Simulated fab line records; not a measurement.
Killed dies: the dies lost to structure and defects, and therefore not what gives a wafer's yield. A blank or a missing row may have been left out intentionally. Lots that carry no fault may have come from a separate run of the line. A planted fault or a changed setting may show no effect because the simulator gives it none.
fab line records	flow nand-harc
[record] lots = 12	wafers = 36	last-day = 34
route steps=1302 shown P_STI@96 P_GATE@138 END@1302
lots with no fault: from the same line, run without faults
start-h: hours from the record's opening day to when the first of the lot's shown wafers began	wait-h: how many hours have passed since the lot's step before this one	" as in the row above	L1.1+2: a row that stands for several wafers	- no value, or no start given	* or withheld: withheld	< > ~ a bound
route shown NAME@n: names a module that has steps shown in the file, with the first one's number in the route	usual: mean/standard deviation of fault-free wafers	same: alike in all rows	chamber/n: place in a boat	sites: each site's reading	_std_site: the values' standard deviation	_edge_site: the outer-site mean with the inner-site mean subtracted	radius-mm: how far each site lies from the wafer's centre	mask NAME#n: copy n	behind: the tool/chamber that last shaped the wafer	hold: why the lot was held/for how many hours/how that ended	device: the n, p or np transistor that did not switch	end of line: the tests these same wafers got at the end of their route	where a step has no rows: the recipe by itself	killed: dies lost to structure and defects at the first sort, not the wafer's yield	map: a wafer's dies, marking killed ones x, the rest . and places with no die _
set.NAME: the setting that was run; set.NAME@STEP: the one run at that earlier step	model.NAME: the simulator's own value behind a step, which no gauge read
one table for each step of the route and one row for each wafer, over a sample of lots
services: when a tool's chamber went out of use (start-h, in hours from the record's first day, below 0 if earlier), for how many hours, and the reason
[[steps]]
[step NHARC_P_STI_OCD_MEAS_43]
[usual] trench-depth-nm = 302/4.8	trench-foot-cd-nm = 157.4/2.2
lot.wafer	tool	chamber	start-h	wait-h	trench-depth-nm	trench-foot-cd-nm
L701.2	ocd-02	-	56.76	-	298	155.3
L701.5	"	-	"	"	301	157.1
L701.6	"	-	"	"	288	159.1
L702.1	ocd-01	-	67.22	-	303	158.8
L702.3	"	-	"	"	306	160.6
L702.5	"	-	"	"	299	162.1
L704.2	ocd-02	-	85.27	-	300	157.7
L704.5	"	-	"	"	297	161.3
L704.6	"	-	"	"	301	159.5
L705.1	ocd-02	-	95.92	-	290	156.8
L705.5	"	-	"	"	301	153.9
L705.6	"	-	"	"	293	157.4
L708.1	ocd-01	-	126.76	-	307	155.8
L708.4	"	-	"	"	303	157.5
L708.5	"	-	"	"	301	158.3
L709.1	ocd-01	-	134.48	-	301	156.9
L709.3	"	-	"	"	306	157.9
L709.6	"	-	"	"	306	157.4
L710.3	ocd-02	-	146.14	-	313	158.3
L710.5	"	-	"	"	305	157.9
L710.6	"	-	"	"	311	159.4
L713.2	ocd-01	-	175.65	-	303	156.3
L713.5	"	-	"	"	296	157.3
L713.6	"	-	"	"	301	156.6
L715.1	ocd-02	-	194.45	-	300	156.0
L715.3	"	-	"	"	304	155.4
L715.5	"	-	"	"	305	156.8
L720.1	ocd-01	-	246.85	-	298	156.6
L720.3	"	-	"	"	301	158.0
L720.4	"	-	"	"	308	156.6
L722.3	ocd-01	-	265.24	-	302	158.1
L722.4	"	-	"	"	313	153.3
L722.5	"	-	"	"	311	153.2
L723.1	ocd-01	-	278.18	-	300	156.8
L723.5	"	-	"	"	314	156.3
L723.6	"	-	"	"	298	156.2
[step NHARC_P_GATE_EXPOSE_23]
[recipe] na = 1.35	target-cd-nm = 120	dose-mj = 93.91	mask-id = P_GATE
[usual] stage-vel-mm-s = 499.99/0.29
lot.wafer	tool	chamber	start-h	wait-h	mask	stage-vel-mm-s
L701.2	arfi-scanner-03	0	103.60	-	P_GATE#0	499.58
L701.5	"	0	"	"	P_GATE#0	499.89
L701.6	"	0	"	"	P_GATE#0	499.76
L702.1	arfi-scanner-02	0	121.69	-	P_GATE#0	499.93
L702.3	"	0	"	"	P_GATE#0	500.43
L702.5	"	0	"	"	P_GATE#0	500.33
L704.2	arfi-scanner-02	0	133.19	-	P_GATE#0	500.36
L704.5	"	0	"	"	P_GATE#0	499.96
L704.6	"	0	"	"	P_GATE#0	500.02
L705.1	arfi-scanner-02	0	149.17	-	P_GATE#0	499.85
L705.5	"	0	"	"	P_GATE#0	499.88
L705.6	"	0	"	"	P_GATE#0	499.71
L708.1	arfi-scanner-02	0	174.46	-	P_GATE#0	500.36
L708.4	"	0	"	"	P_GATE#0	500.51
L708.5	"	0	"	"	P_GATE#0	500.39
L709.1	arfi-scanner-03	0	181.42	-	P_GATE#0	499.91
L709.3	"	0	"	"	P_GATE#0	500.38
L709.6	"	0	"	"	P_GATE#0	499.80
L710.3	arfi-scanner-02	0	193.29	-	P_GATE#0	499.93
L710.5	"	0	"	"	P_GATE#0	499.58
L710.6	"	0	"	"	P_GATE#0	500.18
L713.2	arfi-scanner-01	0	242.40	-	P_GATE#0	500.22
L713.5	"	0	"	"	P_GATE#0	499.84
L713.6	"	0	"	"	P_GATE#0	500.06
L715.1	arfi-scanner-02	0	243.17	-	P_GATE_R1#0	500.12
L715.3	"	0	"	"	P_GATE_R1#0	500.15
L715.5	"	0	"	"	P_GATE_R1#0	499.91
L720.1	arfi-scanner-01	0	312.07	-	P_GATE#0	499.68
L720.3	"	0	"	"	P_GATE#0	499.52
L720.4	"	0	"	"	P_GATE#0	499.63
L722.3	arfi-scanner-01	0	318.62	-	P_GATE#0	499.65
L722.4	"	0	"	"	P_GATE#0	499.81
L722.5	"	0	"	"	P_GATE#0	499.68
L723.1	arfi-scanner-01	0	337.57	-	P_GATE#0	499.97
L723.5	"	0	"	"	P_GATE#0	500.34
L723.6	"	0	"	"	P_GATE#0	500.29
[step NHARC_P_GATE_CD_MEAS_26]
[recipe] target-cd-nm = 120	landing-energy-ev = 500
[usual] cd-nm = 120.1/0.58
lot.wafer	tool	chamber	start-h	wait-h	hold	cd-nm
L701.2	cd-sem-01	0	103.74	-	-	120.1
L701.5	"	0	"	"	-	119.6
L701.6	"	0	"	"	-	119.3
L702.1	cd-sem-03	0	121.83	-	-	119.8
L702.3	"	0	"	"	-	120.1
L702.5	"	0	"	"	-	119.7
L704.2	cd-sem-02	0	133.33	-	-	120.8
L704.5	"	0	"	"	-	119.7
L704.6	"	0	"	"	-	119.1
L705.1	cd-sem-01	0	149.31	-	-	120.8
L705.5	"	0	"	"	-	120.9
L705.6	"	0	"	"	-	120.0
L708.1	cd-sem-02	0	174.60	-	-	120.8
L708.4	"	0	"	"	-	120.9
L708.5	"	0	"	"	-	119.8
L709.1	cd-sem-02	0	181.56	-	-	119.9
L709.3	"	0	"	"	-	120.8
L709.6	"	0	"	"	-	120.8
L710.3	cd-sem-03	0	193.43	-	-	119.7
L710.5	"	0	"	"	-	119.7
L710.6	"	0	"	"	-	120.1
L713.2	cd-sem-02	0	242.54	-	-	119.8
L713.5	"	0	"	"	-	120.4
L713.6	"	0	"	"	-	120.8
L715.1	cd-sem-03	0	243.31	-	await-dispo/0.2h/release	112.1
L715.3	"	0	"	"	await-dispo/0.2h/release	113.0
L715.5	"	0	"	"	await-dispo/0.2h/release	112.2
L715.1	cd-sem-03	0	-	-	-	112.5
L715.3	"	0	"	"	-	112.5
L715.5	"	0	"	"	-	112.4
L720.1	cd-sem-02	0	312.21	-	-	119.7
L720.3	"	0	"	"	-	119.3
L720.4	"	0	"	"	-	120.3
L722.3	cd-sem-03	0	318.76	-	-	120.6
L722.4	"	0	"	"	-	120.0
L722.5	"	0	"	"	-	120.2
L723.1	cd-sem-01	0	337.70	-	-	120.8
L723.5	"	0	"	"	-	119.6
L723.6	"	0	"	"	-	120.1
[step NHARC_P_GATE_ETCH_32]
[recipe] target-depth-a = 1500	over-etch-frac = 1	over-etch-ion-energy-ev = 40	time-s = 100.1	hbr-flow-sccm = 150	cl2-flow-sccm = 50	rf-w = 400	icp-w = 400	bias-w = 100	chemistry = HBr/Cl2
[usual] drypump-motor-current-A = 5.7/0.42	he-backside-leak-sccm = 2.74/0.25	oes-product-au = 0.999/0.011	throttle-valve-pct = 26.407/0.0097
lot.wafer	tool	chamber	start-h	wait-h	drypump-motor-current-A	he-backside-leak-sccm	oes-product-au	rf-hours-counter-h	throttle-valve-pct
L701.2	rie-si-03	1	104.43	-	6.5	3.00	0.997	0.3	26.394
L701.6	"	2	"	"	5.6	2.92	0.983	-	26.406
L701.5	"	3	"	"	5.5	2.64	0.999	-	26.407
L702.1	rie-si-05	0	122.56	-	5.7	3.01	1.012	0.9	26.408
L702.3	"	1	"	"	6.2	2.40	0.991	1.0	26.400
L702.5	"	3	"	"	5.1	2.32	0.988	-	26.400
L704.2	rie-si-03	0	134.01	-	5.7	2.85	1.004	0.7	26.396
L704.5	"	2	"	"	5.5	2.91	0.973	-	26.421
L704.6	"	3	"	"	5.5	2.58	0.987	-	26.410
L705.1	rie-si-05	3	149.99	-	5.1	2.19	1.012	0.0	26.409
L705.6	"	1	"	"	6.2	2.58	1.016	-	26.391
L705.5	"	2	"	"	5.9	2.69	1.004	-	26.401
L708.1	rie-si-03	1	175.25	-	6.5	2.87	1.010	0.8	26.412
L708.4	"	2	"	"	5.6	2.88	0.979	0.8	26.397
L708.5	"	1	"	"	6.5	2.92	1.001	-	26.417
L709.3	rie-si-06	1	182.23	-	5.4	2.89	0.990	0.5	26.401
L709.1	"	3	"	"	5.3	2.35	1.001	0.6	26.420
L709.6	"	1	"	"	5.4	2.96	0.996	-	26.398
L710.3	rie-si-06	2	194.20	-	6.4	2.76	1.009	0.6	26.417
L710.6	"	1	"	"	5.4	3.16	0.998	-	26.407
L710.5	"	2	"	"	6.4	2.68	1.011	-	26.428
L713.2	rie-si-05	1	243.32	-	6.2	2.48	1.031	0.5	26.406
L713.6	"	1	"	"	6.2	2.46	1.024	-	26.396
L713.5	"	2	"	"	6.0	2.67	1.025	-	26.399
L715.3	rie-si-03	3	247.19	-	5.6	2.56	0.996	0.0	26.404
L715.1	"	2	"	"	5.6	2.94	1.017	0.0	26.398
L715.5	"	0	"	"	5.7	2.59	1.014	-	26.418
L720.1	rie-si-03	1	312.86	-	6.5	3.03	0.976	0.5	26.399
L720.4	"	3	"	"	5.5	2.62	0.991	0.6	26.383
L720.3	"	0	"	"	5.7	2.92	1.000	0.6	26.393
L722.3	rie-si-05	0	319.40	-	5.7	2.99	0.999	0.0	26.411
L722.4	"	1	"	"	6.2	2.49	1.001	0.0	26.414
L722.5	"	0	"	"	5.7	2.83	0.998	-	26.399
L723.1	rie-si-05	3	338.38	-	5.1	2.36	0.999	0.1	26.416
L723.5	"	1	"	"	6.2	2.59	1.006	-	26.395
L723.6	"	2	"	"	6.0	2.73	1.007	-	26.402
[step NHARC_P_GATE_ALD_36]
[recipe] target-thk-a = 200	pulse-time-s = 60	ald-cycles = 223	temp-c = 400	material = SiNx
[usual] heater-power-w = 908/110	precursor-pulse-height-rel = 1.000/0.02
lot.wafer	tool	chamber	start-h	wait-h	heater-power-w	precursor-pulse-height-rel
L701.2	ald-sin-03	1	107.32	-	707	1.044
L701.5	"	3	109.46	-	898	0.982
L701.6	"	0	110.53	-	841	0.996
L702.3	ald-sin-02	3	123.41	-	904	0.963
L702.1	"	1	125.50	-	934	1.007
L702.5	"	0	128.64	-	917	0.981
L704.2	ald-sin-03	0	134.78	-	830	1.004
L704.5	"	0	139.01	-	829	0.986
L704.6	"	1	140.07	-	708	0.996
L705.1	ald-sin-02	2	152.86	-	900	0.989
L705.6	"	0	154.97	-	976	1.006
L705.5	"	1	156.03	-	980	1.020
L708.1	ald-sin-02	2	177.12	-	900	0.964
L708.4	"	0	179.24	-	947	0.996
L708.5	"	1	180.30	-	977	1.052
L709.1	ald-sin-04	3	183.01	-	936	1.008
L709.3	"	2	186.17	-	1055	0.948
L709.6	"	0	188.27	-	1113	0.984
L710.3	ald-sin-03	1	195.01	-	675	0.974
L710.5	"	1	199.22	-	694	1.014
L710.6	"	2	200.27	-	966	1.016
L713.2	ald-sin-03	2	245.16	-	973	1.042
L713.6	"	1	248.31	-	699	1.019
L713.5	"	2	249.36	-	970	0.963
L715.1	ald-sin-02	1	253.13	-	978	1.022
L715.3	"	2	254.18	-	905	1.008
L715.5	"	0	256.28	-	944	0.977
L720.4	ald-sin-04	2	313.66	-	1106	0.980
L720.1	"	0	315.75	-	1107	1.015
L720.3	"	1	316.80	-	729	0.982
L722.3	ald-sin-03	2	320.21	-	977	1.036
L722.4	"	1	323.39	-	706	0.975
L722.5	"	3	325.51	-	844	1.015
L723.1	ald-sin-02	3	340.20	-	848	1.014
L723.6	"	2	343.35	-	891	1.009
L723.5	"	3	344.40	-	823	1.003
[step NHARC_END_SORT_01]
[recipe] temp-c = 25
[usual] killed-at-array = 54/18	killed-at-other = 0.7/0.87	killed-at-periphery = 3.7/2.5	killed-dies = 59/19	killed-open = 3.3/2	killed-short = 2.6/1.6
[same] gross-dies = 677
lot.wafer	tool	chamber	start-h	wait-h	killed-at-array	killed-at-other	killed-at-periphery	killed-dies	killed-open	killed-short
L710.3	prober-01	0	649.19	3.1	31	0	5	36	2	3
L710.5	prober-01	0	650.80	3.7	34	0	3	37	5	4
L710.6	prober-01	0	651.60	4.0	27	2	1	30	3	1
L715.1	prober-02	0	716.90	2.5	52	0	5	57	5	5
L715.3	prober-02	0	718.55	3.1	47	0	3	50	4	2
L715.5	prober-02	0	720.19	3.8	43	0	6	49	6	0
// killed by level:class
L710.3 A_CHANNEL_HOLE_D2:chamber-film-flake=11 A_CONTACT:chamber-film-flake=10 P_ZERO_WELL:chamber-film-flake=3 A_CHANNEL_HOLE_D1:chamber-film-flake=2 A_SLIT:chamber-film-flake=2 P_GATE:geometric-particle:short=1 A_ONON_D2:geometric-particle:short=1 A_WL_FILL:geometric-particle:short=1
L710.5 A_CHANNEL_HOLE_D2:chamber-film-flake=13 A_CHANNEL_HOLE_D1:chamber-film-flake=4 A_WL_FILL:chamber-film-flake=3 A_ONON_D1:geometric-particle:short=2 A_BLC:geometric-particle:open=2 A_SLIT:chamber-film-flake=2 P_GATE:geometric-particle:short=1 P_GATE:geometric-particle:open=1
L710.6 A_CHANNEL_HOLE_D2:chamber-film-flake=15 A_CHANNEL_HOLE_D1:chamber-film-flake=3 A_CONTACT:chamber-film-flake=3 A_CONTACT:geometric-particle:open=2 A_ONON_D1:geometric-particle:short=1 A_CHANNEL_FILL_D2:geometric-particle:open=1 P_GATE:chamber-film-flake=1 A_CHANNEL_FILL_D2:chamber-film-flake=1
L715.1 A_SLIT:chamber-film-flake=24 A_STAIRCASE:chamber-film-flake=8 A_CHANNEL_HOLE_D1:chamber-film-flake=6 A_BLC:chamber-film-flake=3 P_M0:geometric-particle:open=2 A_DECK1_JOINT:chamber-film-flake=2 A_CONTACT:chamber-film-flake=2 P_STI:geometric-particle:short=1
L715.3 A_SLIT:chamber-film-flake=29 A_CHANNEL_HOLE_D1:chamber-film-flake=5 A_BLC:chamber-film-flake=5 A_CONTACT:chamber-film-flake=2 P_M0:geometric-particle:open=1 A_ONON_D1:geometric-particle:short=1 A_CHANNEL_FILL_D1:geometric-particle:open=1 A_ONON_D2:geometric-particle:open=1
L715.5 A_SLIT:chamber-film-flake=25 A_CHANNEL_HOLE_D1:chamber-film-flake=7 A_STAIRCASE:chamber-film-flake=3 A_CHANNEL_FILL_D2:geometric-particle:open=2 P_BONDPAD:chamber-film-flake=2 A_BLC:chamber-film-flake=2 P_M0:geometric-particle:open=1 A_CHANNEL_FILL_D1:geometric-particle:open=1
[[services]]
tool	chamber	start-h	hours	kind
arfi-scanner-01	-	80.60	4.0	pm
ald-sin-03	-	81.56	4.7	repair
rie-si-03	-	82.62	0.3	repair
rie-si-03	2	84.21	6.4	repair
arfi-scanner-02	-	96.43	0.5	repair
arfi-scanner-02	-	108.70	1.6	repair
arfi-scanner-02	-	111.28	9.2	repair
rie-si-05	-	128.00	9.0	pm
ald-sin-04	1	133.80	9.6	repair
arfi-scanner-02	-	140.00	4.0	pm
ald-sin-03	-	174.44	10.0	pm
ald-sin-02	0	183.44	8.8	repair
arfi-scanner-02	-	183.49	0.6	repair
ald-sin-03	3	220.64	1.8	repair
rie-si-03	-	221.00	9.0	pm
arfi-scanner-01	-	225.09	0.7	repair
arfi-scanner-01	-	252.60	4.0	pm
arfi-scanner-01	-	257.72	0.8	repair
rie-si-05	3	285.95	3.5	repair
ald-sin-02	3	298.12	17.6	repair
rie-si-05	-	305.00	9.0	pm
ald-sin-02	-	307.69	10.0	pm
arfi-scanner-02	-	312.00	4.0	pm
ald-sin-03	1	341.09	31.8	repair
[[key]]
[first-sign] step = NHARC_P_GATE_EXPOSE_23	reading = mask	direction = changed
[effect] step = NHARC_P_GATE_CD_MEAS_26	reading = visit	direction = added
[effect] step = NHARC_P_GATE_CD_MEAS_26	reading = cd-nm	direction = down	sigmas = 13	usual = 120.1	struck = 112.4
met-at NHARC_P_GATE_EXPOSE_23
struck-lots L715
tester-left-out L715
not-acting-at NHARC_P_STI_OCD_MEAS_43,NHARC_P_GATE_ETCH_32,NHARC_P_GATE_ALD_36
onset-between 193.29 243.17
[fault] kind = wrong-mask	tool = any	chamber = -	onset-h = 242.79	steps = NHARC_P_GATE_EXPOSE_23	aux-copy = P_GATE_R1#0	cd-offset-nm = -8.445	scope = struck-lots-only
// tester-left-out: of these lots the tester's yield and bins aren't shown, on N5 and GAA mostly nor the transistor test; their killed dies are dies lost to structure and defects alone, not to doping, threshold or leakage, so they don't give the yield
